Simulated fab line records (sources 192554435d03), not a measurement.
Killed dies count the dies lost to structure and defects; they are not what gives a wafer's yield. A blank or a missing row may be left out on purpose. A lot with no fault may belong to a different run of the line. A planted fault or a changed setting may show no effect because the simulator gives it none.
Split-lot study | flow n5-finfet | route with 1938 steps; 7 lots, 39 wafers read

ABOUT THE SPLIT
At N5_FIN_SAQP_HM_DEP_72 (deposits SiO2 from SiH4/N2O, target thk 12 nm, time 7.2 s), the setting target-thk-a was moved away from the recipe's 120 angstrom on 9 of the 39 wafers read, by -28.8% to +21.2%. For the rest of the wafers, this setting stayed at what the recipe calls for.

FROM THE SPLIT TO THE READING: what the file shows between them, 4 steps
- N5_FIN_SAQP_COAT_49: time 60 s, resist thk 100 nm
- N5_FIN_SAQP_COAT_50: time 60 s, resist thk 35 nm
- N5_FIN_SAQP_ETCH_52: etches SOC in N2/H2, target depth 100 nm, overetch 20 nm, time 150 s
- N5_FIN_SAQP_STRIP_53: strips in N2/H2

THE READING
etch.depth-nm (the simulator's own value, which no gauge read), in nm, at N5_FIN_SAQP_HM_OPEN_73 (chemistry CHF3/O2, target SiO2, stops on a-Si, target depth 12 nm, time 16.8 s). The file does not state a usual value for it. Across the 30 wafers here that went through the recipe, the average is 11.985 nm and the standard deviation 0.18 nm.

wafer  | tool, chamber at the split | target-thk-a as run, angstrom | against the recipe | etch.depth-nm, nm | against lot-mates on the recipe
L076.1 | pecvd-04, 1                | 120                           | recipe             | 11.73             | -
L076.2 | pecvd-04, 2,1,0            | 120                           | recipe             | 12.11             | -
L076.4 | pecvd-04, 2,1,0            | 120                           | recipe             | 12.11             | -
L076.6 | pecvd-04, 2,1,0            | 120                           | recipe             | 12.11             | -
L076.3 | pecvd-04, 0                | 120                           | recipe             | 12.07             | -
L076.5 | pecvd-04, 2                | 120                           | recipe             | 12.27             | -
L081.1 | pecvd-02, 2                | 85.42                         | -28.8%             | 8.459             | -3.614
L081.2 | pecvd-02, 1                | 120                           | recipe             | 11.87             | -
L081.3 | pecvd-02, 0                | 85.42                         | -28.8%             | 8.571             | -3.502
L081.4 | pecvd-02, 0                | 120                           | recipe             | 12.21             | -
L081.5 | pecvd-02, 2                | 120                           | recipe             | 12.14             | -
L081.6 | pecvd-02, 1                | 85.42                         | -28.8%             | 8.706             | -3.367
L084.1 | pecvd-03, 1                | 120                           | recipe             | 11.8              | -
L084.2 | pecvd-03, 0                | 95.44                         | -20.5%             | 9.432             | -2.268
L084.3 | pecvd-03, 2                | 120                           | recipe             | 11.54             | -
L084.4 | pecvd-03, 1                | 95.44                         | -20.5%             | 9.337             | -2.363
L084.5 | pecvd-03, 2                | 95.44                         | -20.5%             | 9.659             | -2.041
L084.6 | pecvd-03, 0                | 120                           | recipe             | 11.76             | -
L085.1 | pecvd-03, 0                | 145.4                         | +21.2%             | 14.22             | +2.363
L085.2 | pecvd-03, 1                | 145.4                         | +21.2%             | 14.12             | +2.263
L085.3 | pecvd-03, 2                | 145.4                         | +21.2%             | 14.35             | +2.493
L085.4 | pecvd-03, 2                | 120                           | recipe             | 11.88             | -
L085.5 | pecvd-03, 0                | 120                           | recipe             | 11.79             | -
L085.6 | pecvd-03, 1                | 120                           | recipe             | 11.9              | -
L087.1 | pecvd-03, 2                | 120                           | recipe             | 11.65             | -
L087.4 | pecvd-03, 0                | 120                           | recipe             | 11.96             | -
L087.5 | pecvd-03, 1                | 120                           | recipe             | 12.13             | -
L089.1 | pecvd-03, 2                | 120                           | recipe             | 11.91             | -
L089.2 | pecvd-03, 0                | 120                           | recipe             | 11.95             | -
L089.3 | pecvd-03, 1                | 120                           | recipe             | 11.86             | -
L089.4 | pecvd-03, 2                | 120                           | recipe             | 12.03             | -
L089.5 | pecvd-03, 1                | 120                           | recipe             | 12.06             | -
L089.6 | pecvd-03, 0                | 120                           | recipe             | 12.01             | -
L094.1 | pecvd-02, 1                | 120                           | recipe             | 12.22             | -
L094.2 | pecvd-02, 2                | 120                           | recipe             | 12.01             | -
L094.3 | pecvd-02, 0                | 120                           | recipe             | 11.98             | -
L094.4 | pecvd-02, 1                | 120                           | recipe             | 12.05             | -
L094.5 | pecvd-02, 0                | 120                           | recipe             | 12.3              | -
L094.6 | pecvd-02, 2                | 120                           | recipe             | 12.14             | -
When a row names more than one chamber, that row covers several wafers, and the file does not tell which wafer ran in which chamber.

THE FIT
A straight line over all 39 wafers: etch.depth-nm changes by +0.116 nm for each +1% of target-thk-a; r = +0.99; the points scatter about the line by 0.18 nm.
The same after taking each lot's own level away (the mean of its wafers on the recipe; 39 wafers): +0.116 nm for each +1%; r = +0.99; scatter 0.14 nm.
That fit puts the effect of the largest move of target-thk-a on the reading at 3.3 nm.
Across the lots, their own levels run from 11.7000 to 12.1167 nm, a range of 2.3 times the standard deviation given above.
The two slopes agree, so the slope changes little with the lot-to-lot level.
Check: for one of the wafers moved furthest among these (-28.8%), held out of the fit, the line's prediction against its lot-mates is -3.28 nm. It came out at -3.61 nm against them.

THE WHOLE CHAIN: every reading that the file lists as answering this split, in the file's order
step                   | what it does                                                                   | reading                                                                            | change (the file's fit)               | r (the file's)
N5_FIN_SAQP_HM_DEP_72  | deposits SiO2 from SiH4/N2O, target thk 12 nm, time 7.2 s                      | SiO2_of_FIN_SAQP_HM_DEP_72.thk-nm (the simulator's own value, which no gauge read) | +0.116 nm for each +1% of the setting | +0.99
N5_FIN_SAQP_HM_OPEN_73 | chemistry CHF3/O2, target SiO2, stops on a-Si, target depth 12 nm, time 16.8 s | etch.depth-nm (the simulator's own value, which no gauge read)                     | +0.116 nm for each +1% of the setting | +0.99

THE FILE'S OWN FIT
etch.depth-nm changes by +0.116 nm for each +1% of target-thk-a, r = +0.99.
